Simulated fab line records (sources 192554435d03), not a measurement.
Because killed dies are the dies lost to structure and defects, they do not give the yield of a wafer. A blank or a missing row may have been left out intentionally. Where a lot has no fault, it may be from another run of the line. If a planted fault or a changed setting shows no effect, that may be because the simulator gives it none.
fab line records    flow n5_finfet    part 1 of 2: steps 1 to 28 of 36
record: lots: 5  wafers: 15  last_day: 17
route steps=1938 shown BEOL_M3@985
lots that met no fault: taken from a fault-free run of the same line
start_h: the number of hours between the record's first day and the start of the first shown wafer of the lot    wait_h: hours since the lot's step before    " unchanged from the row above    L1.1+2: several wafers, shown together as one row    - value missing, or start not given    * or withheld: withheld    < > ~ a bound
route shown NAME@n: a module of which the file shows steps, and the number in the route of the first    usual: average and standard deviation across the fault-free wafers    same: alike in all rows    chamber/n: place in a boat    sites: each site's reading    _std_site: standard deviation across them    _edge_site: outer sites' mean less inner sites'    radius_mm: for every site, how far away it sits from the centre of the wafer    mask NAME#n: copy n    behind: tool/chamber where the wafer was last shaped    hold: why the lot was held/for how many hours/how that ended    device: names the non-switching transistor (n, p or np)    end of line: tests of these same wafers at the route's end    a step given without rows: its recipe and nothing more    killed: count of dies lost to structure and defects at first sort (not the wafer's yield)    map: a wafer's dies, x killed, . not, _ none there
set.NAME: the setting the step ran with; set.NAME@STEP: the setting that earlier step ran with    model.NAME: the simulator's own value behind a step, which no gauge read
a table for each step, a row for each wafer; lots at some steps of the route
services: a tool's chamber out of use, with start hour (start_h, from the record's first day; less than 0 if before it), hours out, and reason
== steps ==
step: N5_BEOL_M3_SRD_40
recipe: time_s: 30  temp_c: 23  rinse_liquid: diw  dry: ipa_marangoni
usual: do_supply_ppb: 9.99/0.11
lot.wafer  tool          chamber  start_h  wait_h  do_supply_ppb
L076.1     wet_bench-02  4        157.58   0.0     9.82
L076.3     "             2        "        "       10.01
L076.6     "             5        "        "       10.08
L086.3     wet_bench-01  7        230.48   0.0     9.83
L086.4     "             2        "        "       10.10
L086.5     "             6        "        "       10.05
L092.3     wet_bench-06  0        261.50   0.0     9.89
L092.4     "             3        "        "       10.04
L092.5     "             7        "        "       10.10
L093.2     wet_bench-06  0        273.55   0.0     10.07
L093.4     "             2        "        "       9.98
L093.5     "             7        "        "       9.93
L094.2     wet_bench-01  4        273.70   0.0     9.81
L094.5     "             0        "        "       9.90
L094.6     "             5        "        "       10.16
step: N5_BEOL_M3_PRECLEAN_42
recipe: chemistry: residue_remover  time_s: 60  temp_c: 40
lot.wafer   tool          chamber  start_h  wait_h
L076.1+3+6  wet_bench-02  4,2,5    157.59   0.0
L086.3+4+5  wet_bench-01  7,2,6    230.49   0.0
L092.3+4+5  wet_bench-06  0,3,7    261.52   0.0
L093.2+4+5  wet_bench-06  0,2,7    273.57   0.0
L094.2+5+6  wet_bench-01  4,0,5    273.72   0.0
step: N5_BEOL_M3_SRD_43
recipe: time_s: 30  temp_c: 23  rinse_liquid: diw  dry: ipa_marangoni
usual: do_supply_ppb: 10.02/0.1
lot.wafer  tool          chamber  start_h  wait_h  do_supply_ppb
L076.1     wet_bench-02  4        157.61   0.0     9.94
L076.3     "             2        "        "       10.16
L076.6     "             5        "        "       10.13
L086.3     wet_bench-01  7        230.51   0.0     9.94
L086.4     "             2        "        "       10.03
L086.5     "             6        "        "       9.93
L092.3     wet_bench-06  0        261.54   0.0     10.00
L092.4     "             3        "        "       9.95
L092.5     "             7        "        "       10.04
L093.2     wet_bench-06  0        273.59   0.0     10.12
L093.4     "             2        "        "       10.23
L093.5     "             7        "        "       10.04
L094.2     wet_bench-01  4        273.74   0.0     9.88
L094.5     "             0        "        "       9.83
L094.6     "             5        "        "       10.05
step: N5_BEOL_M3_CD_MEAS_35
recipe: target_cd_nm: 18  target_cd_y_nm: 21  polarity: opening
usual: cd_nm: 18.0/0.32
lot.wafer  tool       chamber  start_h  wait_h  cd_nm
L076.1     cd_sem-03  -        157.65   0.0     17.5
L076.3     "          -        "        "       17.7
L076.6     "          -        "        "       18.2
L086.3     cd_sem-03  -        230.55   0.0     18.0
L086.4     "          -        "        "       18.4
L086.5     "          -        "        "       17.8
L092.3     cd_sem-01  -        261.58   0.0     17.5
L092.4     "          -        "        "       18.6
L092.5     "          -        "        "       17.9
L093.2     cd_sem-02  -        273.63   0.0     17.9
L093.4     "          -        "        "       18.0
L093.5     "          -        "        "       18.1
L094.2     cd_sem-01  -        273.78   0.0     18.2
L094.5     "          -        "        "       17.7
L094.6     "          -        "        "       18.1
step: N5_BEOL_M3_DEGAS_44
recipe: ambient: vacuum  temp_c: 250  time_s: 60
usual: heater_power_w: 337/38
lot.wafer  tool            chamber  start_h  wait_h  heater_power_w
L076.1     pvd_sputter-02  -        158.09   0.4     343
L076.3     "               -        "        "       355
L076.6     "               -        "        "       349
L086.3     pvd_sputter-01  -        230.78   0.2     291
L086.4     "               -        "        "       301
L086.5     "               -        "        "       311
L092.3     pvd_sputter-01  -        261.99   0.4     371
L092.4     "               -        "        "       304
L092.5     "               -        "        "       380
L093.2     pvd_sputter-03  -        273.90   0.3     364
L093.4     "               -        "        "       386
L093.5     "               -        "        "       399
L094.2     pvd_sputter-03  -        273.98   0.2     383
L094.5     "               -        "        "       381
L094.6     "               -        "        "       358
step: N5_BEOL_M3_PRE_CLEAN_45
recipe: gas: H2/He  time_s: 30  temp_c: 250
usual: heater_power_w: 337/37
lot.wafer  tool            chamber  start_h  wait_h  heater_power_w
L076.1     pvd_sputter-02  -        158.13   0.0     339
L076.3     "               -        "        "       347
L076.6     "               -        "        "       356
L086.3     pvd_sputter-01  -        230.83   0.0     287
L086.4     "               -        "        "       306
L086.5     "               -        "        "       308
L092.3     pvd_sputter-01  -        262.03   0.0     369
L092.4     "               -        "        "       308
L092.5     "               -        "        "       385
L093.2     pvd_sputter-03  -        273.94   0.0     356
L093.4     "               -        "        "       390
L093.5     "               -        "        "       389
L094.2     pvd_sputter-03  -        274.02   0.0     382
L094.5     "               -        "        "       382
L094.6     "               -        "        "       355
step: N5_BEOL_M3_ALD_84
recipe: material: TaN  target_thk_a: *  temp_c: 275  ald_precursor_family: PDMAT  ald_co_reactant: NH3  pressure_torr: 3  carrier_flow_sccm: 1500  pulse_time_s: 2  purge_time_s: 3  co_reactant_purge_time_s: 2  co_reactant_pulse_time_s: 3  ald_cycles: 30  precursor_vessel_temp_c: 75  precursor_vessel_pressure_torr: 26.25  precursor_vessel_carrier_sccm: 1000
usual: heater_power_w: 449/52
lot.wafer  tool          chamber  start_h  wait_h  heater_power_w
L076.1     ald_metal-02  1        158.25   0.1     420
L076.3     "             0        "        "       490
L076.6     "             1        "        "       413
L086.3     ald_metal-01  2        230.89   0.0     420
L086.4     "             3        "        "       453
L086.5     "             1        "        "       392
L092.3     ald_metal-01  0        262.15   0.1     405
L092.4     "             1        "        "       395
L092.5     "             0        "        "       410
L093.2     ald_metal-01  0        274.02   0.1     406
L093.4     "             1        "        "       400
L093.5     "             0        "        "       402
L094.2     ald_metal-03  2        274.20   0.2     408
L094.5     "             0        "        "       500
L094.6     "             3        "        "       456
step: N5_BEOL_M3_SURFACE_TREAT_85
recipe: gas: Ar  time_s: *  ion_energy_ev: *  ion_current_ma_cm2: 0.5  pressure_mtorr: *  ar_flow_sccm: 30
usual: throttle_valve_pct: *
lot.wafer  tool            chamber  start_h  wait_h  throttle_valve_pct
L076.1     pvd_sputter-02  -        158.69   0.3     *
L076.3     "               -        "        "       *
L076.6     "               -        "        "       *
L086.3     pvd_sputter-02  -        231.12   0.1     *
L086.4     "               -        "        "       *
L086.5     "               -        "        "       *
L092.3     pvd_sputter-02  -        262.38   0.1     *
L092.4     "               -        "        "       *
L092.5     "               -        "        "       *
L093.2     pvd_sputter-01  -        274.31   0.2     *
L093.4     "               -        "        "       *
L093.5     "               -        "        "       *
L094.2     pvd_sputter-03  -        274.50   0.2     *
L094.5     "               -        "        "       *
L094.6     "               -        "        "       *
step: N5_BEOL_M3_CVD_47
recipe: material: Co  target_thk_a: 30  temp_c: withheld  precursor: CCTBA/H2  pressure_torr: 30  time_s: 223.8
lot.wafer   tool       chamber  start_h  wait_h
L076.1+3+6  cvd_co-01  1,0,2    158.75   0.0
L086.3+4+5  cvd_co-02  0,1,0    231.28   0.1
L092.3+4+5  cvd_co-01  2,0,2    262.48   0.1
L093.2+4+5  cvd_co-01  1,2,0    274.45   0.1
L094.2+5+6  cvd_co-02  0,1,2    274.79   0.3
step: N5_BEOL_M3_SPUTTER_48
recipe: material: Cu  target_thk_a: 45  temp_c: -20  chamber_pressure_pa: 0.07  power_w: withheld  time_s: 8.29
usual: throttle_valve_pct: 29.6/0.99
lot.wafer  tool            chamber  start_h  wait_h  throttle_valve_pct
L076.1     pvd_sputter-02  -        158.91   0.1     27.8
L076.3     "               -        "        "       30.1
L076.6     "               -        "        "       27.7
L086.3     pvd_sputter-01  -        231.44   0.1     28.7
L086.4     "               -        "        "       29.9
L086.5     "               -        "        "       28.3
L092.3     pvd_sputter-01  -        262.64   0.1     30.2
L092.4     "               -        "        "       29.6
L092.5     "               -        "        "       29.8
L093.2     pvd_sputter-03  -        274.62   0.1     32.2
L093.4     "               -        "        "       29.3
L093.5     "               -        "        "       29.5
L094.2     pvd_sputter-03  -        276.46   1.6     29.6
L094.5     "               -        "        "       29.9
L094.6     "               -        "        "       29.8
step: N5_BEOL_M3_ANNEAL_49
recipe: temp_c: 400  time_s: 240  ambient: vacuum
usual: heater_power_w: 845/94
lot.wafer  tool            chamber  start_h  wait_h  heater_power_w
L076.1     pvd_sputter-02  -        158.99   0.0     887
L076.3     "               -        "        "       862
L076.6     "               -        "        "       878
L086.3     pvd_sputter-01  -        241.35   9.9     720
L086.4     "               -        "        "       760
L086.5     "               -        "        "       727
L092.3     pvd_sputter-01  -        262.72   0.0     769
L092.4     "               -        "        "       918
L092.5     "               -        "        "       937
L093.2     pvd_sputter-03  -        274.70   0.0     967
L093.4     "               -        "        "       983
L093.5     "               -        "        "       687
L094.2     pvd_sputter-03  -        276.54   0.0     677
L094.5     "               -        "        "       697
L094.6     "               -        "        "       905
step: N5_BEOL_M3_SPUTTER_79
recipe: material: Cu  target_thk_a: 45  temp_c: -20  chamber_pressure_pa: 0.07  power_w: withheld  time_s: 8.29
usual: throttle_valve_pct: 29.6/0.98
lot.wafer  tool            chamber  start_h  wait_h  throttle_valve_pct
L076.1     pvd_sputter-02  -        159.13   0.1     27.9
L076.3     "               -        "        "       30.0
L076.6     "               -        "        "       28.0
L086.3     pvd_sputter-01  -        241.49   0.1     28.7
L086.4     "               -        "        "       30.1
L086.5     "               -        "        "       28.5
L092.3     pvd_sputter-01  -        262.86   0.1     30.3
L092.4     "               -        "        "       29.5
L092.5     "               -        "        "       29.4
L093.2     pvd_sputter-03  -        274.84   0.1     31.8
L093.4     "               -        "        "       29.6
L093.5     "               -        "        "       29.4
L094.2     pvd_sputter-03  -        276.68   0.1     29.8
L094.5     "               -        "        "       29.9
L094.6     "               -        "        "       29.3
step: N5_BEOL_M3_ANNEAL_80
recipe: temp_c: 400  time_s: 240  ambient: vacuum
usual: heater_power_w: 846/94
lot.wafer  tool            chamber  start_h  wait_h  heater_power_w
L076.1     pvd_sputter-02  -        159.21   0.0     871
L076.3     "               -        "        "       884
L076.6     "               -        "        "       890
L086.3     pvd_sputter-01  -        241.57   0.0     710
L086.4     "               -        "        "       783
L086.5     "               -        "        "       713
L092.3     pvd_sputter-01  -        262.94   0.0     786
L092.4     "               -        "        "       916
L092.5     "               -        "        "       927
L093.2     pvd_sputter-03  -        274.92   0.0     967
L093.4     "               -        "        "       948
L093.5     "               -        "        "       694
L094.2     pvd_sputter-03  -        276.76   0.0     673
L094.5     "               -        "        "       675
L094.6     "               -        "        "       885
step: N5_BEOL_M3_SPUTTER_81
recipe: material: Cu  target_thk_a: 45  temp_c: -20  chamber_pressure_pa: 0.07  power_w: withheld  time_s: 8.29
usual: throttle_valve_pct: 29.6/0.96
lot.wafer  tool            chamber  start_h  wait_h  throttle_valve_pct
L076.1     pvd_sputter-02  -        159.35   0.1     27.9
L076.3     "               -        "        "       30.1
L076.6     "               -        "        "       27.9
L086.3     pvd_sputter-01  -        241.71   0.1     28.4
L086.4     "               -        "        "       30.0
L086.5     "               -        "        "       28.7
L092.3     pvd_sputter-01  -        263.08   0.1     29.8
L092.4     "               -        "        "       29.8
L092.5     "               -        "        "       29.7
L093.2     pvd_sputter-03  -        275.06   0.1     32.1
L093.4     "               -        "        "       29.8
L093.5     "               -        "        "       30.0
L094.2     pvd_sputter-03  -        276.90   0.1     29.6
L094.5     "               -        "        "       29.8
L094.6     "               -        "        "       29.4
step: N5_BEOL_M3_ANNEAL_82
recipe: temp_c: 400  time_s: 240  ambient: vacuum
usual: heater_power_w: 847/94
lot.wafer  tool            chamber  start_h  wait_h  heater_power_w
L076.1     pvd_sputter-02  -        159.43   0.0     905
L076.3     "               -        "        "       873
L076.6     "               -        "        "       873
L086.3     pvd_sputter-01  -        241.79   0.0     721
L086.4     "               -        "        "       776
L086.5     "               -        "        "       708
L092.3     pvd_sputter-01  -        263.16   0.0     785
L092.4     "               -        "        "       956
L092.5     "               -        "        "       957
L093.2     pvd_sputter-03  -        275.14   0.0     977
L093.4     "               -        "        "       972
L093.5     "               -        "        "       691
L094.2     pvd_sputter-03  -        276.98   0.0     703
L094.5     "               -        "        "       687
L094.6     "               -        "        "       890
step: N5_BEOL_M3_SPUTTER_86
recipe: material: Cu  target_thk_a: 45  temp_c: -20  chamber_pressure_pa: 0.07  power_w: withheld  time_s: 8.29
usual: throttle_valve_pct: 29.6/0.98
lot.wafer  tool            chamber  start_h  wait_h  throttle_valve_pct
L076.1     pvd_sputter-02  -        159.57   0.1     28.0
L076.3     "               -        "        "       30.0
L076.6     "               -        "        "       27.9
L086.3     pvd_sputter-01  -        241.93   0.1     28.5
L086.4     "               -        "        "       30.1
L086.5     "               -        "        "       28.5
L092.3     pvd_sputter-01  -        263.30   0.1     29.9
L092.4     "               -        "        "       29.7
L092.5     "               -        "        "       29.7
L093.2     pvd_sputter-03  -        275.28   0.1     31.8
L093.4     "               -        "        "       29.5
L093.5     "               -        "        "       29.8
L094.2     pvd_sputter-03  -        277.12   0.1     30.0
L094.5     "               -        "        "       29.6
L094.6     "               -        "        "       29.3
step: N5_BEOL_M3_ANNEAL_87
recipe: temp_c: 400  time_s: 240  ambient: vacuum
usual: heater_power_w: 845/95
lot.wafer  tool            chamber  start_h  wait_h  heater_power_w
L076.1     pvd_sputter-02  -        159.65   0.0     882
L076.3     "               -        "        "       863
L076.6     "               -        "        "       893
L086.3     pvd_sputter-01  -        242.01   0.0     716
L086.4     "               -        "        "       765
L086.5     "               -        "        "       711
L092.3     pvd_sputter-01  -        263.38   0.0     780
L092.4     "               -        "        "       940
L092.5     "               -        "        "       929
L093.2     pvd_sputter-03  -        275.36   0.0     983
L093.4     "               -        "        "       987
L093.5     "               -        "        "       701
L094.2     pvd_sputter-03  -        277.20   0.0     687
L094.5     "               -        "        "       673
L094.6     "               -        "        "       881
step: N5_BEOL_M3_SPUTTER_88
recipe: material: Cu  target_thk_a: 45  temp_c: -20  chamber_pressure_pa: 0.07  power_w: withheld  time_s: 8.29
usual: throttle_valve_pct: 29.6/0.99
lot.wafer  tool            chamber  start_h  wait_h  throttle_valve_pct
L076.1     pvd_sputter-02  -        159.79   0.1     27.7
L076.3     "               -        "        "       29.8
L076.6     "               -        "        "       27.9
L086.3     pvd_sputter-01  -        242.15   0.1     28.2
L086.4     "               -        "        "       30.3
L086.5     "               -        "        "       28.5
L092.3     pvd_sputter-01  -        263.52   0.1     30.1
L092.4     "               -        "        "       29.5
L092.5     "               -        "        "       29.7
L093.2     pvd_sputter-03  -        275.50   0.1     32.0
L093.4     "               -        "        "       29.6
L093.5     "               -        "        "       29.6
L094.2     pvd_sputter-03  -        277.34   0.1     29.7
L094.5     "               -        "        "       30.0
L094.6     "               -        "        "       29.1
step: N5_BEOL_M3_ANNEAL_89
recipe: temp_c: 400  time_s: 240  ambient: vacuum
usual: heater_power_w: 845/94
lot.wafer  tool            chamber  start_h  wait_h  heater_power_w
L076.1     pvd_sputter-02  -        159.87   0.0     887
L076.3     "               -        "        "       860
L076.6     "               -        "        "       868
L086.3     pvd_sputter-01  -        242.23   0.0     718
L086.4     "               -        "        "       774
L086.5     "               -        "        "       727
L092.3     pvd_sputter-01  -        263.60   0.0     777
L092.4     "               -        "        "       930
L092.5     "               -        "        "       932
L093.2     pvd_sputter-03  -        275.58   0.0     992
L093.4     "               -        "        "       955
L093.5     "               -        "        "       679
L094.2     pvd_sputter-03  -        277.42   0.0     681
L094.5     "               -        "        "       677
L094.6     "               -        "        "       897
step: N5_BEOL_M3_SPUTTER_90
recipe: material: Cu  target_thk_a: 45  temp_c: -20  chamber_pressure_pa: 0.07  power_w: withheld  time_s: 8.29
usual: throttle_valve_pct: 29.7/0.96
lot.wafer  tool            chamber  start_h  wait_h  throttle_valve_pct
L076.1     pvd_sputter-02  -        160.01   0.1     27.8
L076.3     "               -        "        "       29.8
L076.6     "               -        "        "       27.9
L086.3     pvd_sputter-01  -        242.37   0.1     28.6
L086.4     "               -        "        "       30.0
L086.5     "               -        "        "       28.4
L092.3     pvd_sputter-01  -        263.74   0.1     29.8
L092.4     "               -        "        "       29.8
L092.5     "               -        "        "       29.5
L093.2     pvd_sputter-03  -        275.72   0.1     31.7
L093.4     "               -        "        "       29.5
L093.5     "               -        "        "       30.0
L094.2     pvd_sputter-03  -        277.56   0.1     30.0
L094.5     "               -        "        "       30.0
L094.6     "               -        "        "       29.5
step: N5_BEOL_M3_ANNEAL_91
recipe: temp_c: 400  time_s: 240  ambient: vacuum
usual: heater_power_w: 845/93
lot.wafer  tool            chamber  start_h  wait_h  heater_power_w
L076.1     pvd_sputter-02  -        160.09   0.0     906
L076.3     "               -        "        "       879
L076.6     "               -        "        "       885
L086.3     pvd_sputter-01  -        242.45   0.0     715
L086.4     "               -        "        "       788
L086.5     "               -        "        "       721
L092.3     pvd_sputter-01  -        263.82   0.0     798
L092.4     "               -        "        "       926
L092.5     "               -        "        "       934
L093.2     pvd_sputter-03  -        275.80   0.0     960
L093.4     "               -        "        "       974
L093.5     "               -        "        "       689
L094.2     pvd_sputter-03  -        277.64   0.0     679
L094.5     "               -        "        "       691
L094.6     "               -        "        "       896
step: N5_BEOL_M3_SPUTTER_92
recipe: material: Cu  target_thk_a: 45  temp_c: -20  chamber_pressure_pa: 0.07  power_w: withheld  time_s: 8.29
usual: throttle_valve_pct: 29.6/1
lot.wafer  tool            chamber  start_h  wait_h  throttle_valve_pct
L076.1     pvd_sputter-02  -        160.23   0.1     27.9
L076.3     "               -        "        "       29.9
L076.6     "               -        "        "       27.6
L086.3     pvd_sputter-01  -        242.59   0.1     28.8
L086.4     "               -        "        "       29.8
L086.5     "               -        "        "       28.4
L092.3     pvd_sputter-01  -        263.96   0.1     30.0
L092.4     "               -        "        "       29.8
L092.5     "               -        "        "       29.5
L093.2     pvd_sputter-03  -        275.94   0.1     32.0
L093.4     "               -        "        "       29.6
L093.5     "               -        "        "       29.8
L094.2     pvd_sputter-03  -        277.78   0.1     30.0
L094.5     "               -        "        "       29.7
L094.6     "               -        "        "       29.6
step: N5_BEOL_M3_ANNEAL_93
recipe: temp_c: 400  time_s: 240  ambient: vacuum
usual: heater_power_w: 847/96
lot.wafer  tool            chamber  start_h  wait_h  heater_power_w
L076.1     pvd_sputter-02  -        160.31   0.0     876
L076.3     "               -        "        "       858
L076.6     "               -        "        "       886
L086.3     pvd_sputter-01  -        242.67   0.0     706
L086.4     "               -        "        "       778
L086.5     "               -        "        "       716
L092.3     pvd_sputter-01  -        264.04   0.0     771
L092.4     "               -        "        "       944
L092.5     "               -        "        "       957
L093.2     pvd_sputter-03  -        276.02   0.0     981
L093.4     "               -        "        "       977
L093.5     "               -        "        "       683
L094.2     pvd_sputter-03  -        277.86   0.0     711
L094.5     "               -        "        "       701
L094.6     "               -        "        "       906
step: N5_BEOL_M3_SPUTTER_94
recipe: material: Cu  target_thk_a: 45  temp_c: -20  chamber_pressure_pa: 0.07  power_w: withheld  time_s: 8.29
usual: throttle_valve_pct: 29.6/0.99
lot.wafer  tool            chamber  start_h  wait_h  throttle_valve_pct
L076.1     pvd_sputter-02  -        160.45   0.1     27.6
L076.3     "               -        "        "       30.1
L076.6     "               -        "        "       27.7
L086.3     pvd_sputter-01  -        242.81   0.1     28.5
L086.4     "               -        "        "       30.2
L086.5     "               -        "        "       28.8
L092.3     pvd_sputter-01  -        264.18   0.1     30.0
L092.4     "               -        "        "       29.7
L092.5     "               -        "        "       29.6
L093.2     pvd_sputter-03  -        276.16   0.1     31.9
L093.4     "               -        "        "       29.6
L093.5     "               -        "        "       29.9
L094.2     pvd_sputter-03  -        278.00   0.1     29.8
L094.5     "               -        "        "       29.7
L094.6     "               -        "        "       29.2
step: N5_BEOL_M3_ANNEAL_95
recipe: temp_c: 400  time_s: 240  ambient: vacuum
usual: heater_power_w: 846/94
lot.wafer  tool            chamber  start_h  wait_h  heater_power_w
L076.1     pvd_sputter-02  -        160.53   0.0     916
L076.3     "               -        "        "       850
L076.6     "               -        "        "       881
L086.3     pvd_sputter-01  -        242.89   0.0     711
L086.4     "               -        "        "       794
L086.5     "               -        "        "       713
L092.3     pvd_sputter-01  -        264.26   0.0     760
L092.4     "               -        "        "       929
L092.5     "               -        "        "       960
L093.2     pvd_sputter-03  -        276.24   0.0     971
L093.4     "               -        "        "       985
L093.5     "               -        "        "       684
L094.2     pvd_sputter-03  -        278.08   0.0     697
L094.5     "               -        "        "       698
L094.6     "               -        "        "       890
step: N5_BEOL_M3_SPUTTER_96
recipe: material: Cu  target_thk_a: 45  temp_c: -20  chamber_pressure_pa: 0.07  power_w: withheld  time_s: 8.29
usual: throttle_valve_pct: 29.7/0.97
lot.wafer  tool            chamber  start_h  wait_h  throttle_valve_pct
L076.1     pvd_sputter-02  -        160.67   0.1     27.7
L076.3     "               -        "        "       30.1
L076.6     "               -        "        "       27.9
L086.3     pvd_sputter-01  -        243.03   0.1     28.6
L086.4     "               -        "        "       30.0
L086.5     "               -        "        "       28.3
L092.3     pvd_sputter-01  -        264.40   0.1     30.0
L092.4     "               -        "        "       29.5
L092.5     "               -        "        "       29.7
L093.2     pvd_sputter-03  -        276.38   0.1     31.8
L093.4     "               -        "        "       29.6
L093.5     "               -        "        "       29.8
L094.2     pvd_sputter-03  -        278.22   0.1     29.7
L094.5     "               -        "        "       29.8
L094.6     "               -        "        "       29.6
step: N5_BEOL_M3_ECD_50
recipe: material: Cu  target_thk_a: 3000
lot.wafer   tool       chamber  start_h  wait_h
L076.1+3+6  ecd_cu-02  0        160.79   0.1
L086.3+4+5  ecd_cu-02  0,1,0    243.16   0.1
L092.3+4+5  ecd_cu-01  1,0,0    264.54   0.1
L093.2+4+5  ecd_cu-02  0,0,1    276.50   0.1
L094.2+5+6  ecd_cu-01  1,1,0    278.34   0.1
step: N5_BEOL_M3_ANNEAL_51
recipe: temp_c: 225  time_s: 90  ambient: N2
usual: wafer_temp_C_max: 226.11/0.27
lot.wafer  tool           chamber  start_h  wait_h  wafer_temp_C_max
L076.1     rtp_anneal-02  0        160.87   0.1     225.93
L076.3     "              0        "        "       226.17
L076.6     "              0        "        "       225.76
L086.3     rtp_anneal-01  0        243.31   0.1     226.47
L086.4     "              0        "        "       226.34
L086.5     "              0        "        "       226.36
L092.3     rtp_anneal-01  0        264.69   0.1     226.10
L092.4     "              0        "        "       225.89
L092.5     "              0        "        "       225.93
L093.2     rtp_anneal-02  0        276.62   0.1     226.32
L093.4     "              0        "        "       225.85
L093.5     "              0        "        "       226.01
L094.2     rtp_anneal-02  0        278.46   0.1     225.94
L094.5     "              0        "        "       225.99
L094.6     "              0        "        "       225.63
